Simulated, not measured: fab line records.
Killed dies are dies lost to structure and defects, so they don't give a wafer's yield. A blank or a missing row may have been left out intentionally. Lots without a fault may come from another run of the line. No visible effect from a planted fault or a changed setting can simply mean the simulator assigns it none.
2 desks, one fault | flow n5-finfet | every desk sees just its own numbers, and what lay behind them comes last

## METROLOGY DESK
What the gauges read, lot by lot, whatever tool the lot ran on: means of the sampled wafers that have a number. If a lot's mean is further than 4 standard deviations from the usual mean, the lot is out of limits and carries the mark OUT (the distance appears in the brackets).
Columns: A = M15_ILD_THK at N5_BEOL_M15_THK_MEAS_01, usual 1626 nm
lot  | first seen here | A
L784 | day 16 00:46    | 1625
L785 | day 16 01:02    | 1641
L787 | day 16 09:04    | 1630
L788 | day 16 09:44    | 1646
L790 | day 17 09:11    | 1620
L796 | day 18 01:46    | 1614
L799 | day 18 19:02    | 1637
L797 | day 19 02:01    | 1631
L803 | day 19 22:09    | 1625
L806 | day 20 17:33    | 1649
L807 | day 21 09:54    | 1631
Finding of this desk: none of the 11 lots has anything out of limits.

## DESK OF THE TOOL OWNER: rie-diel-02
The tool's own readings at N5_BEOL_M15_STRIP_63 (strips in O2): means of the sampled wafers that have a number, for each lot that ran on this tool. If a lot's mean is further than 4 standard deviations from the usual mean, the lot is out of limits and carries the mark OUT (the distance appears in the brackets).
Columns: A = chamber-pressure-mTorr at N5_BEOL_M15_STRIP_63, usual 30.00 mTorr; B = drypump-motor-current-A at N5_BEOL_M15_STRIP_63, usual 5.7 A; C = oes-product-au at N5_BEOL_M15_STRIP_63, usual 0.78 a.u.; D = rf-vpp-V at N5_BEOL_M15_STRIP_63, usual 3.6 V; E = showerhead-plenum-p-Torr at N5_BEOL_M15_STRIP_63, usual 2.10 Torr; F = throttle-valve-pct at N5_BEOL_M15_STRIP_63, usual 16.6 %
lot  | first seen here | A                       | B   | C    | D   | E    | F
L785 | day 16 01:00    | 30.00                   | 5.7 | 0.70 | 3.2 | 2.06 | 16.9
L787 | day 16 09:00    | 30.05                   | 5.8 | 0.66 | 3.7 | 1.98 | 17.1
L796 | day 18 02:00    | 39.02 (+99 or more) OUT | 5.7 | 0.82 | 3.4 | 2.15 | 16.6
L799 | day 18 19:00    | 38.97 (+99 or more) OUT | 5.7 | 0.75 | 3.9 | 2.06 | 16.6
L797 | day 19 02:00    | 39.04 (+99 or more) OUT | 5.5 | 0.80 | 3.5 | 2.11 | 16.9
This desk's verdict: out of limits on L796, L797, L799, starting with L796 at day 18 02:00 (chamber-pressure-mTorr at N5_BEOL_M15_STRIP_63). L785, L787: within limits.

## TAKEN TOGETHER
The tool owner's desk could have raised an alarm at day 18 02:00, on L796, L797, L799.
From the metrology desk's view, nothing was out of limits.
The metrology desk has L796, L797, L799 on record, within its limits.
Every lot named ran N5_BEOL_M15_STRIP_63 on rie-diel-02.

## WHAT THE SIMULATOR HAD PUT IN
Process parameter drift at N5_BEOL_M15_STRIP_63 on rie-diel-02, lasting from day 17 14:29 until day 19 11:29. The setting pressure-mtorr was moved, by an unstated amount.
Shown lots that were struck: L796, L797, L799.
Time in hours from fault onset to the first out-of-limits reading at each desk: the tool owner's desk, 12.
